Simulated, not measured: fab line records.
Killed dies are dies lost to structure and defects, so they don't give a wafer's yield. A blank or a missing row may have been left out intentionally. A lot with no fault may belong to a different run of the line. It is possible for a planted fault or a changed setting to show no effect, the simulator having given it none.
fab line records	flow nand_harc
record lots=13	wafers=39	last_day=27
route steps=1159 shown P_BONDPAD@381 A_ZERO_WELL@411 A_ONON_D1@442 A_CHANNEL_HOLE_D1@466
lots that met no fault: from a run of the same line without faults
start_h: hours from the record's first day to the start of the lot's first wafer shown	wait_h: hours from the lot's prior step to this one	" unchanged from the row above	L1.1+2: one row covering several wafers at once	- either no value or no given start	* or withheld: withheld	< > ~ a bound
route shown NAME@n: names a module that has steps shown in the file, with the first one's number in the route	usual: mean/standard deviation of fault-free wafers	same: alike in all rows	chamber/n: place in a boat	sites: each site's reading	_std_site: their standard deviation	_edge_site: mean of outer sites minus mean of inner sites	radius_mm: how far each site lies from the wafer's centre	mask NAME#n: copy n	behind: tool/chamber where the wafer was last shaped	hold: why the lot was held/for how many hours/how that ended	device: whichever transistor did not switch (one of n, p or np)	end of line: the tests these same wafers got at the end of their route	for a step that has no rows: nothing shown but its recipe	killed: count of dies lost to structure and defects at first sort (not the wafer's yield)	map: a wafer's dies, x killed, . not, _ none there
set.NAME: the setting the step ran with; set.NAME@STEP: the setting that earlier step ran with	model.NAME: the simulator's own value behind a step, which no gauge read
a sample of lots followed through the steps of the route, with each step as a table and each wafer as a row
services: a tool's chamber out of use, with start hour (start_h, from the record's first day; less than 0 if before it), hours out, and reason
## steps
# step NHARC_P_BONDPAD_THK_MEAS_20
# recipe thk_meas_gauge=xrf
# usual thk_nm=160.5/1.5
lot.wafer	tool	chamber	start_h	wait_h	thk_nm
L264.1	film_metro-02	-	121.51	-	163.0
L264.5	"	-	"	"	161.6
L264.6	"	-	"	"	160.8
L265.2	film_metro-01	-	143.63	-	161.4
L265.3	"	-	"	"	161.3
L265.6	"	-	"	"	159.4
L266.1	film_metro-01	-	144.72	-	161.7
L266.3	"	-	"	"	161.0
L266.4	"	-	"	"	159.5
L268.1	film_metro-02	-	152.93	-	162.5
L268.4	"	-	"	"	159.4
L268.5	"	-	"	"	160.1
L272.2	film_metro-01	-	175.19	-	160.5
L272.4	"	-	"	"	161.2
L272.6	"	-	"	"	162.6
L274.1	film_metro-01	-	184.09	-	161.2
L274.3	"	-	"	"	162.8
L274.5	"	-	"	"	162.5
L277.4	film_metro-02	-	225.17	-	162.8
L277.5	"	-	"	"	162.2
L277.6	"	-	"	"	161.1
L282.2	film_metro-01	-	239.37	-	157.2
L282.5	"	-	"	"	158.6
L282.6	"	-	"	"	160.6
L284.1	film_metro-02	-	248.42	-	160.3
L284.5	"	-	"	"	161.3
L284.6	"	-	"	"	158.3
L283.1	film_metro-01	-	253.07	-	159.5
L283.2	"	-	"	"	158.3
L283.5	"	-	"	"	159.6
L285.1	film_metro-01	-	258.15	-	159.8
L285.2	"	-	"	"	159.8
L285.6	"	-	"	"	159.1
L286.2	film_metro-02	-	260.17	-	161.9
L286.5	"	-	"	"	160.2
L286.6	"	-	"	"	158.5
L287.3	film_metro-02	-	277.70	-	162.6
L287.4	"	-	"	"	159.3
L287.6	"	-	"	"	159.4
# step NHARC_A_ZERO_WELL_RTA_16
# recipe temp_c=1000	time_s=10
# usual anneal_temp_c_max=1005.0/1.1	lamp_power_pct=26.7/1.2	wafer_temp_C_max=1005.5/1.6
lot.wafer	tool	chamber	start_h	wait_h	anneal_temp_c_max	lamp_power_pct	wafer_temp_C_max
L264.1	rtp_anneal-02	0	124.36	-	1004.0	25.5	1007.2
L264.5	"	0	"	"	1004.4	25.4	1005.8
L264.6	"	0	"	"	1002.7	25.4	1006.4
L265.2	rtp_anneal-01	0	146.50	-	1006.0	27.8	1003.8
L265.3	"	0	"	"	1004.9	27.8	1003.9
L265.6	"	0	"	"	1005.0	27.8	1003.8
L266.1	rtp_anneal-01	0	147.57	-	1005.0	27.8	1004.3
L266.3	"	0	"	"	1004.2	27.8	1003.9
L266.4	"	0	"	"	1005.7	27.8	1004.4
L268.1	rtp_anneal-01	0	155.59	-	1006.0	27.9	1005.0
L268.4	"	0	"	"	1005.9	27.9	1005.5
L268.5	"	0	"	"	1005.7	27.9	1005.5
L272.2	rtp_anneal-02	0	177.90	-	1004.8	25.5	1006.4
L272.4	"	0	"	"	1004.1	25.5	1006.7
L272.6	"	0	"	"	1004.1	25.4	1007.5
L274.1	rtp_anneal-01	0	187.08	-	1005.9	27.9	1004.0
L274.3	"	0	"	"	1004.9	27.8	1004.7
L274.5	"	0	"	"	1006.0	27.8	1005.2
L277.4	rtp_anneal-01	0	228.06	-	1006.1	27.8	1004.0
L277.5	"	0	"	"	1004.9	27.8	1003.5
L277.6	"	0	"	"	1007.4	27.8	1004.1
L282.2	rtp_anneal-02	0	242.19	-	1003.8	25.4	1009.6
L282.5	"	0	"	"	1003.3	25.4	1007.5
L282.6	"	0	"	"	1004.6	25.4	1010.5
L284.1	rtp_anneal-01	0	251.32	-	1005.9	27.8	1004.8
L284.5	"	0	"	"	1005.5	27.9	1003.6
L284.6	"	0	"	"	1005.3	27.8	1005.7
L283.1	rtp_anneal-02	0	255.88	-	1005.7	25.5	1007.8
L283.2	"	0	"	"	1004.3	25.5	1008.9
L283.5	"	0	"	"	1003.5	25.5	1006.9
L285.1	rtp_anneal-02	0	260.84	-	1005.2	25.4	1007.9
L285.2	"	0	"	"	1003.1	25.4	1005.5
L285.6	"	0	"	"	1005.0	25.5	1007.7
L286.2	rtp_anneal-01	0	263.06	-	1004.9	27.8	1004.6
L286.5	"	0	"	"	1005.6	27.9	1004.9
L286.6	"	0	"	"	1007.6	27.8	1005.2
L287.3	rtp_anneal-01	0	280.48	-	1005.9	27.8	1004.6
L287.4	"	0	"	"	1005.3	27.8	1004.4
L287.6	"	0	"	"	1007.5	27.9	1004.6
# step NHARC_A_ONON_D1_DEP_25
# recipe target_thk_a=10000	n2_flow_sccm=2750	n2o_flow_sccm=2000	nh3_flow_sccm=500	sih4_flow_sccm=210	temp_c=400
# usual sih4_flow_sccm=209.9/0.58
lot.wafer	tool	chamber	start_h	wait_h	sih4_flow_sccm
L264.1	pecvd_onon-02	0	156.47	0.1	209.6
L264.5	"	0	"	"	208.8
L264.6	"	0	"	"	209.5
L265.2	pecvd_onon-02	0	179.25	0.1	211.5
L265.3	"	0	"	"	210.1
L265.6	"	0	"	"	210.4
L266.1	pecvd_onon-03	0	179.40	0.1	209.4
L266.3	"	0	"	"	209.3
L266.4	"	0	"	"	210.2
L268.1	pecvd_onon-02	0	189.05	0.1	210.6
L268.4	"	0	"	"	209.3
L268.5	"	0	"	"	210.3
L272.2	pecvd_onon-04	0	211.63	0.1	252.4
L272.4	"	0	"	"	252.6
L272.6	"	0	"	"	251.3
L274.1	pecvd_onon-04	0	226.46	0.1	250.6
L274.3	"	0	"	"	251.5
L274.5	"	0	"	"	250.5
L277.4	pecvd_onon-02	0	260.34	0.2	209.1
L277.5	"	0	"	"	209.6
L277.6	"	0	"	"	209.2
L282.2	pecvd_onon-02	0	279.00	0.1	210.8
L282.5	"	0	"	"	209.7
L282.6	"	0	"	"	209.8
L284.1	pecvd_onon-03	0	285.80	0.1	210.2
L284.5	"	0	"	"	209.6
L284.6	"	0	"	"	210.0
L283.1	pecvd_onon-02	0	285.81	0.1	209.9
L283.2	"	0	"	"	209.6
L283.5	"	0	"	"	209.5
L285.1	pecvd_onon-03	0	292.92	0.1	209.9
L285.2	"	0	"	"	210.1
L285.6	"	0	"	"	210.2
L286.2	pecvd_onon-04	0	292.96	0.1	210.3
L286.5	"	0	"	"	209.8
L286.6	"	0	"	"	210.8
L287.3	pecvd_onon-02	0	311.94	0.2	210.4
L287.4	"	0	"	"	209.9
L287.6	"	0	"	"	210.5
# step NHARC_A_CHANNEL_HOLE_D1_ETCH_38
# recipe target_depth_a=390	over_etch_frac=0.3	time_s=65	ion_energy_ev=80	cf4_flow_sccm=150	ar_flow_sccm=0	rf_w=300	bias_w=100	chemistry=CF4
# usual drypump_motor_current_A=5.7/0.47	mfc_ar_sccm=0.010/0.015	oes_product_au=1.003/0.0076	rf_vpp_V=151.2/1.2	showerhead_plenum_p_Torr=1.76/0.063	throttle_valve_pct=13.285/0.0089
lot.wafer	tool	chamber	start_h	wait_h	drypump_motor_current_A	mfc_ar_sccm	oes_product_au	rf_hours_counter_h	rf_vpp_V	showerhead_plenum_p_Torr	throttle_valve_pct
L264.1	rie_diel-12	0	160.95	0.1	5.3	0	1.011	7	151.8	1.80	13.277
L264.6	"	1	"	"	5.7	0	1.007	-	151.5	1.68	13.290
L264.5	"	2	"	"	5.4	0	0.987	-	152.8	1.87	13.270
L265.2	rie_diel-10	1	185.88	0.1	5.3	0	0.993	0	150.3	1.78	13.275
L265.3	"	2	"	"	6.4	0	0.991	0	151.0	1.73	13.275
L265.6	"	0	"	"	6.1	0.038	0.996	-	152.1	1.84	13.278
L266.3	rie_diel-12	1	186.73	0.1	5.7	0	1.001	8	149.9	1.68	13.297
L266.1	"	2	"	"	5.4	0	0.994	8	150.6	1.87	13.282
L266.4	"	0	"	"	5.3	0	0.997	9	151.5	1.80	13.287
L268.1	rie_diel-12	3	194.16	0.1	5.1	0.042	1.003	9	150.2	1.73	13.288
L268.4	"	0	"	"	5.3	0	0.998	10	151.3	1.80	13.278
L268.5	"	0	"	"	5.3	0	1.009	-	151.9	1.79	13.302
L272.4	rie_diel-10	3	217.02	0.1	6.6	0	1.002	3	151.2	1.71	13.291
L272.2	"	1	"	"	5.3	0	0.997	2	150.9	1.78	13.293
L272.6	"	2	"	"	6.4	0	0.990	-	150.3	1.73	13.274
L274.3	rie_diel-10	3	232.12	0.1	6.5	0	1.004	3	151.6	1.71	13.290
L274.1	"	0	"	"	6.1	0.038	1.004	3	152.8	1.84	13.291
L274.5	"	2	"	"	6.4	0	0.992	-	151.8	1.73	13.293
L277.4	rie_diel-01	3	264.70	0.1	5.5	0.008	0.993	7	152.5	1.82	13.297
L277.6	"	1	"	"	5.2	0.009	0.994	-	149.8	1.67	13.274
L277.5	"	2	"	"	5.7	0	0.993	-	151.2	1.81	13.291
L282.2	rie_diel-12	2	283.64	0.1	5.4	0	0.999	3	152.9	1.86	13.281
L282.5	"	3	"	"	5.1	0.042	1.006	-	149.6	1.73	13.280
L282.6	"	0	"	"	5.3	0	0.995	-	150.8	1.79	13.285
L284.1	rie_diel-12	3	290.31	0.1	5.1	0.042	1.012	4	152.0	1.73	13.300
L284.6	"	0	"	"	5.4	0	1.010	-	151.7	1.79	13.287
L284.5	"	1	"	"	5.7	0	1.014	-	150.8	1.68	13.279
L283.1	rie_diel-01	2	290.56	0.1	5.7	0	1.016	11	151.8	1.81	13.275
L283.2	"	1	"	"	5.2	0.009	1.012	13	148.8	1.67	13.286
L283.5	"	2	"	"	5.7	0	1.010	-	151.6	1.81	13.275
L286.2	rie_diel-01	2	298.51	0.1	5.7	0	1.004	12	151.3	1.81	13.292
L286.6	"	1	"	"	5.2	0.009	1.001	-	148.3	1.66	13.295
L286.5	"	2	"	"	5.7	0	1.006	-	152.7	1.81	13.304
L285.2	rie_diel-10	3	299.66	0.1	6.5	0	1.007	8	149.4	1.71	13.285
L285.1	"	1	"	"	5.3	0	0.987	7	151.6	1.78	13.293
L285.6	"	2	"	"	6.4	0	0.998	-	150.2	1.73	13.272
L287.3	rie_diel-12	2	316.95	0.1	5.4	0	0.989	5	153.1	1.86	13.290
L287.4	"	1	"	"	5.7	0	1.016	5	150.5	1.68	13.275
L287.6	"	3	"	"	5.1	0.042	1.007	-	150.3	1.73	13.287
## services
tool	chamber	start_h	hours	kind
rie_diel-12	0	107.90	-	clean
rie_diel-12	1	107.90	-	clean
rie_diel-12	2	107.90	-	clean
rie_diel-12	3	107.90	-	clean
rie_diel-01	3	110.10	10.6	repair
rie_diel-10	0	110.67	8.8	repair
pecvd_onon-02	-	111.07	13.0	pm
rie_diel-01	-	125.82	0.7	repair
rie_diel-12	0	132.40	-	clean
rie_diel-12	1	132.40	-	clean
rie_diel-01	-	137.80	9.0	pm
pecvd_onon-03	-	153.00	13.0	pm
rie_diel-10	1	159.47	15.9	repair
rie_diel-10	-	167.33	1.5	repair
rie_diel-12	1	175.73	6.7	repair
rie_diel-10	-	176.50	9.0	pm
rie_diel-01	3	200.75	34.3	repair
rie_diel-01	2	202.18	19.0	repair
rie_diel-12	-	202.40	9.0	pm
pecvd_onon-04	-	237.00	13.0	pm
rie_diel-12	-	254.35	0.8	repair
pecvd_onon-02	-	292.13	13.0	pm
rtp_anneal-02	-	300.00	12.0	pm
rie_diel-01	-	314.83	9.0	pm
## key
first_sign step=NHARC_A_ONON_D1_DEP_25	reading=sih4_flow_sccm	direction=up	sigmas=72	usual=209.9	struck=251.5
effect none on later readings
met_at NHARC_A_ONON_D1_DEP_25
struck_lots L272,L274
tester_left_out L272,L274
not_acting_at NHARC_P_BONDPAD_THK_MEAS_20,NHARC_A_ZERO_WELL_RTA_16,NHARC_A_CHANNEL_HOLE_D1_ETCH_38
fault kind=process_parameter_drift	tool=pecvd_onon-04	chamber=-	onset_h=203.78	steps=NHARC_A_ONON_D1_DEP_25	channel=sih4_flow_sccm	offset=42	shape=step	end_h=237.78	acts_in=these_recipes_only	stated=210
# tester_left_out: of these lots the tester's yield and bins aren't shown, on N5 and GAA mostly nor the transistor test; their killed dies are dies lost to structure and defects alone, not to doping, threshold or leakage, so they don't give the yield
